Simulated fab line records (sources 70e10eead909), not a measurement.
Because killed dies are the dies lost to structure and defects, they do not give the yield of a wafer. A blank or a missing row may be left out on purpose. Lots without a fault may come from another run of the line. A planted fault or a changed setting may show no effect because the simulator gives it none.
Which tool did it? :: flow nandHarc :: 6 lots with 18 wafers sampled at 6 steps, on a route of 1159 steps

WHAT EACH GAUGE READ, for each wafer
NHARC_END_SORT_01.
lot :: measured :: on :: defectLimitedYield (%)

WHICH TOOL RAN EACH LOT (tool, then ch and the chambers of the sampled wafers, then the start)
lot: L101
NHARC_A_M1_PVD_20: pvdSputter-01, day 19 10:58 or earlier
NHARC_A_M1_ECD_22: ecdCu-02 ch 0,1, day 19 10:58
NHARC_A_M1_ANNEAL_31: rtpAnneal-02 ch 0, day 19 11:23
NHARC_A_M1_CMP_23: cmp-03 ch 0,1,2, day 19 11:41
NHARC_A_M1_PRE_CLEAN_32: pecvd-01 ch 0,1, day 19 12:14

lot: L105
NHARC_A_M1_PVD_20: pvdSputter-03, day 20 14:17 or earlier
NHARC_A_M1_ECD_22: ecdCu-02 ch 0,1, day 20 14:17
NHARC_A_M1_ANNEAL_31: rtpAnneal-02 ch 0, day 20 14:44
NHARC_A_M1_CMP_23: cmp-01 ch 1,3, day 20 15:02
NHARC_A_M1_PRE_CLEAN_32: pecvd-02 ch 1,2, day 20 15:35

lot: L107
NHARC_A_M1_PVD_20: pvdSputter-02, day 21 13:44 or earlier
NHARC_A_M1_ECD_22: ecdCu-01 ch 0,1, day 21 13:44
NHARC_A_M1_ANNEAL_31: rtpAnneal-01 ch 0, day 21 14:11
NHARC_A_M1_CMP_23: cmp-03 ch 0,1, day 21 14:28
NHARC_A_M1_PRE_CLEAN_32: pecvd-01 ch 1,2, day 21 15:01

lot: L109
NHARC_A_M1_PVD_20: pvdSputter-03, day 22 06:35 or earlier
NHARC_A_M1_ECD_22: ecdCu-01 ch 0,1, day 22 06:35
NHARC_A_M1_ANNEAL_31: rtpAnneal-02 ch 0, day 22 06:58
NHARC_A_M1_CMP_23: cmp-03 ch 0,2,3, day 22 07:21
NHARC_A_M1_PRE_CLEAN_32: pecvd-04 ch 0,1,2, day 22 07:52

lot: L114
NHARC_A_M1_PVD_20: pvdSputter-03, day 23 02:30 or earlier
NHARC_A_M1_ECD_22: ecdCu-01 ch 1, day 23 02:30
NHARC_A_M1_ANNEAL_31: rtpAnneal-01 ch 0, day 23 02:56
NHARC_A_M1_CMP_23: cmp-03 ch 1,2, day 23 03:14
NHARC_A_M1_PRE_CLEAN_32: pecvd-01 ch 0,1,2, day 23 03:46

lot: L116
NHARC_A_M1_PVD_20: pvdSputter-03, day 23 13:09 or earlier
NHARC_A_M1_ECD_22: ecdCu-01 ch 0,1, day 23 13:09
NHARC_A_M1_ANNEAL_31: rtpAnneal-01 ch 0, day 23 13:37
NHARC_A_M1_CMP_23: cmp-01 ch 0,1,3, day 23 13:58
NHARC_A_M1_PRE_CLEAN_32: pecvd-02 ch 0,2, day 23 14:28
- NHARC_A_M1_PVD_20: deposits TaN, target thk 5 nm, time 8.06 s.
- NHARC_A_M1_ECD_22: material Cu, target thk 400 nm.
- NHARC_A_M1_ANNEAL_31: time 90 s.
- NHARC_A_M1_CMP_23: polishes, t overpolish 20 s, target thk 154.34 nm.
- NHARC_A_M1_PRE_CLEAN_32: time 12 s.

THE ANSWER, worked out from the rows above alone
Rule: the lots themselves supply what counts as usual. Put in order of their means at a reading, lots are off if they are a third of the lots or fewer, leave a main group of 4 or more, and stand apart from it by a gap of 3 or more times the standard deviation of the main group's means; of several such gaps the widest counts. Not used: any main group whose means are identical at the precision the tables above print for the reading. Also off: a lot with no number at a reading for which 4 or more lots have one. All remaining lots with rows at the step are treated as sound.
None of the lots is off at any reading shown; this tells nothing.

WHAT THE SIMULATOR HAD INSERTED
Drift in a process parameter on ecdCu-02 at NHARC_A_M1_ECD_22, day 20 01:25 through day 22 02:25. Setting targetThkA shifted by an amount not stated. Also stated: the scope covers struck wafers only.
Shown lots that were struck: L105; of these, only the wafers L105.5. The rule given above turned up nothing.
